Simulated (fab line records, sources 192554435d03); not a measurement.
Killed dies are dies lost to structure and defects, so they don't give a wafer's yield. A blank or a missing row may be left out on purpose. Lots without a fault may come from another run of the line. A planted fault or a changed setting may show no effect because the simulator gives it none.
Split-lot experiment | flow n5_finfet | 7 lots, 21 wafers read, on a route of 1938 steps

THE SPLIT
At N5_BEOL_M2_COAT_61 (time 60 s, resist thk 60 nm), the setting spin_rpm was moved away from the recipe's 1500 rpm on 5 of the 21 wafers read, by -6.7% to +4.9%. The other wafers ran this setting at the recipe's value.

FROM THE SPLIT TO THE READING: what the file shows between them, 7 steps
- N5_BEOL_M2_DESCUM_16: chemistry O2, time 7 s (also split here: time_s)
- N5_BEOL_M2_ETCH_74: etches underlayer in N2/H2, target depth 6.5 nm, time 5.2 s
- N5_BEOL_M2_ETCH_63: etches SiARC in CF4, target depth 15.6 nm, time 26 s
- N5_BEOL_M2_ETCH_64: etches SOC in N2/H2, target depth 75 nm, overetch 22.5 nm, time 121.9 s
- N5_BEOL_M2_STRIP_65: strips in N2/H2
- N5_BEOL_M2_STRIP_75: strips in N2/H2
- N5_BEOL_M2_STRIP_66: strips in CF4

THE READING
SOC_of_BEOL_M2_COAT_61.thk_nm (the simulator's own value, which no gauge read), in nm, at N5_BEOL_M2_HM_OPEN_17 (chemistry Cl2/BCl3, target TiN, target depth 20 nm, overetch 6 nm). The file gives no usual value for it. The 16 wafers here that ran the recipe average 52.1 nm, standard deviation 0.39 nm.

wafer  | tool, chamber at the split | spin_rpm as run, rpm | against the recipe | SOC_of_BEOL_M2_COAT_61.thk_nm, nm | against lot-mates on the recipe
L075.2 | litho_track-03, 0          | 1573                 | +4.9%              | 51                                | -1.4
L075.5 | litho_track-03, 0          | 1500                 | recipe             | 52.4                              | -
L075.6 | litho_track-03, 0          | 1500                 | recipe             | 52.4                              | -
L076.2 | litho_track-03, 0          | 1500                 | recipe             | 52.6                              | -
L076.5 | litho_track-03, 0          | 1500                 | recipe             | 52.4                              | -
L076.6 | litho_track-03, 0          | 1500                 | recipe             | 52.4                              | -
L078.1 | litho_track-03, 0          | 1500                 | recipe             | 52.4                              | -
L078.3 | litho_track-03, 0          | 1500                 | recipe             | 52.4                              | -
L078.6 | litho_track-03, 0          | 1500                 | recipe             | 52.2                              | -
L081.1 | litho_track-01, 0          | 1500                 | recipe             | 51.2                              | -
L081.4 | litho_track-01, 0          | 1500                 | recipe             | 51.6                              | -
L081.6 | litho_track-01, 0          | 1500                 | recipe             | 51.4                              | -
L085.1 | litho_track-03, 0          | 1553                 | +3.5%              | 51.4                              | -0.6
L085.3 | litho_track-03, 0          | 1553                 | +3.5%              | 51.2                              | -0.8
L085.6 | litho_track-03, 0          | 1500                 | recipe             | 52                                | -
L096.1 | litho_track-03, 0          | 1399                 | -6.7%              | 54.4                              | +2.2
L096.3 | litho_track-03, 0          | 1500                 | recipe             | 52.2                              | -
L096.4 | litho_track-03, 0          | 1399                 | -6.7%              | 54.6                              | +2.4
L097.2 | litho_track-03, 0          | 1500                 | recipe             | 52.2                              | -
L097.3 | litho_track-03, 0          | 1500                 | recipe             | 52.2                              | -
L097.6 | litho_track-03, 0          | 1500                 | recipe             | 52                                | -

THE FIT
A straight line over all 21 wafers: SOC_of_BEOL_M2_COAT_61.thk_nm changes by -0.31 nm for each +1% of spin_rpm; r = -0.91; the points scatter about the line by 0.38 nm.
The same after taking each lot's own level away (the mean of its wafers on the recipe; 21 wafers): -0.306 nm for each +1%; r = -0.98; scatter 0.17 nm.
On that fit, the largest move of spin_rpm shifts the reading by 2.1 nm.
The lots' own levels span 51.40 to 52.47 nm, that is 2.8 times the standard deviation above.
So the lot-to-lot level changes the slope little: the two slopes agree.
Check: with one of the wafers moved furthest among these (-6.7%) left out of the fit, the line predicts +2.08 nm for it against its lot-mates. It came out at +2.2 nm against them.

OTHER SPLITS ON THESE WAFERS
These wafers also went through other splits before the reading. Each is held against what the fit with the lots' levels taken away leaves over:
other split on the same wafers        | wafers away from the commonest value | r with SOC_of_BEOL_M2_COAT_61.thk_nm (lot level and that fit taken away)
N5_HKMG_FIN_EXPOSE_46 dose_mj         | 9                                    | +0.11
N5_HKMG_FIN_DEVELOP_48 develop_time_s | 9                                    | +0.09
N5_MOL_CONTACT_COAG_EXPOSE_37 dose_mj | 7                                    | -0.06
N5_BEOL_M0_SAQP_ALD_48 ald_cycles     | 9                                    | +0.20
N5_BEOL_M1_ETCH_70 source_w           | 9                                    | +0.42
N5_BEOL_M1_TRENCH_ETCH_37 bias_w      | 7                                    | -0.07
N5_BEOL_M2_DESCUM_16 time_s           | 11                                   | +0.58

THE WHOLE CHAIN: every reading that the file lists as answering this split, in the file's order
step                  | what it does                                                            | reading                                                                        | change (the file's fit)               | r (the file's)
N5_BEOL_M2_COAT_61    | time 60 s, resist thk 60 nm                                             | SOC_of_BEOL_M2_COAT_61.thk_nm (the simulator's own value, which no gauge read) | -0.306 nm for each +1% of the setting | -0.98
N5_BEOL_M2_ETCH_64    | etches SOC in N2/H2, target depth 75 nm, overetch 22.5 nm, time 121.9 s | etch.depth_nm (the simulator's own value, which no gauge read)                 | -0.314 nm for each +1% of the setting | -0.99
N5_BEOL_M2_HM_OPEN_17 | chemistry Cl2/BCl3, target TiN, target depth 20 nm, overetch 6 nm       | SOC_of_BEOL_M2_COAT_61.thk_nm (the simulator's own value, which no gauge read) | -0.304 nm for each +1% of the setting | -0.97

THE FILE'S OWN FIT
SOC_of_BEOL_M2_COAT_61.thk_nm changes by -0.304 nm for each +1% of spin_rpm, r = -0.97.
